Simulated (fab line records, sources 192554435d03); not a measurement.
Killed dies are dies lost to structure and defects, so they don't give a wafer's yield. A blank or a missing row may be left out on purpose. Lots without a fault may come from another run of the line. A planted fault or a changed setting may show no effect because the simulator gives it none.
Problem report in the 8D (eight disciplines) form, filled by code | flow n5_finfet | the parts of the form that need people (team, actions taken, sign-off) are left out

1. THE PROBLEM
etch_rf_on_time_s at N5_SD_EPI_P_ETCH_36 reads a mean of 51.6 s on 3 wafers of 3 lots; wafers without a fault read 75.9 s with a standard deviation of 1.1. That is -22 standard deviations from the usual mean.
The step: etches SiARC in CF4, target depth 45.5 nm, time 75.8 s.
First seen on wafer L242.4, day 7 23:16, on rie_diel-03. The record holds 26 wafers of 10 lots with a number at this step. Rule for "out", or "out of limits": more than 4 standard deviations from the usual mean. The other wafers with a number count as sound.

2. WHAT IT IS AND WHAT IT IS NOT
question                    | is                     | is not
which readings at this step | etch_rf_on_time_s      | drypump_motor_current_A, showerhead_plenum_p_Torr, throttle_valve_pct
which lots                  | L242, L244, L246       | L225, L227, L229, L232, L233, L236, L247
which wafers of those lots  | L242.4, L244.4, L246.4 | L242.3, L244.3, L246.2, L246.5
read on which tools         | rie_diel-03            | rie_diel-01, rie_diel-04
when                        | from day 7 23:16       | up to then (17 sound wafers); but 6 sound wafers of L244, L246, L247 came after

3. SUSPECTS, AND WHAT RULES EACH OUT
Counting: a tool at a process step up to the reading stays a suspect if it ran every lot that is out. Sound lots after the first of them don't rule it out here, since some wafers of a struck lot are sound.
- rie_diel-03 at N5_SD_EPI_P_ETCH_36 (etches SiARC in CF4, target depth 45.5 nm, time 75.8 s): kept. It ran every lot that is out, first L242 (day 7 23:16); its last sound lot up to then is L229 (day 4 15:23). Its own readings are out on those wafers: etch_rf_on_time_s.
Left after counting: rie_diel-03 at N5_SD_EPI_P_ETCH_36.

4. THE CAUSE (what the simulator had put in)
Process parameter drift: rie_diel-03, from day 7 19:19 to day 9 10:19, at N5_SD_EPI_P_ETCH_36. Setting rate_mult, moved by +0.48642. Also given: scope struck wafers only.
Counting left only this tool.

5. THE CHAIN OF EFFECTS, in route order
Each row: a reading whose mean over the struck wafers that have a number lies more than 3 standard deviations from the usual. Only readings for which the record gives a usual standard deviation are gone through. hours: the time from each lot's start at the first step in this table that gives one to its start at this step, as a median over the lots. sigmas: the change in usual standard deviations.
hours | step                | reading           | usual     | on struck wafers | change | sigmas
0     | N5_SD_EPI_P_ETCH_36 | etch_rf_on_time_s | 75.9 s    | 51.6             | -24.3  | -22
0     | N5_SD_EPI_P_ETCH_36 | oes_product_au    | 0.64 a.u. | 0.80             | +0.16  | +3.4
The process steps in it:
- N5_SD_EPI_P_ETCH_36: etches SiARC in CF4, target depth 45.5 nm, time 75.8 s.
Later measuring or inspecting steps at which every struck wafer that the step has a row for has a number for every such reading, and none has moved that far: N5_BEOL_M4_RC_MEAS_101.

6. WHAT WOULD HAVE CAUGHT IT SOONER
In this record the first reading out of limits was taken at day 7 23:16, 4 hours after the fault began at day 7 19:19.
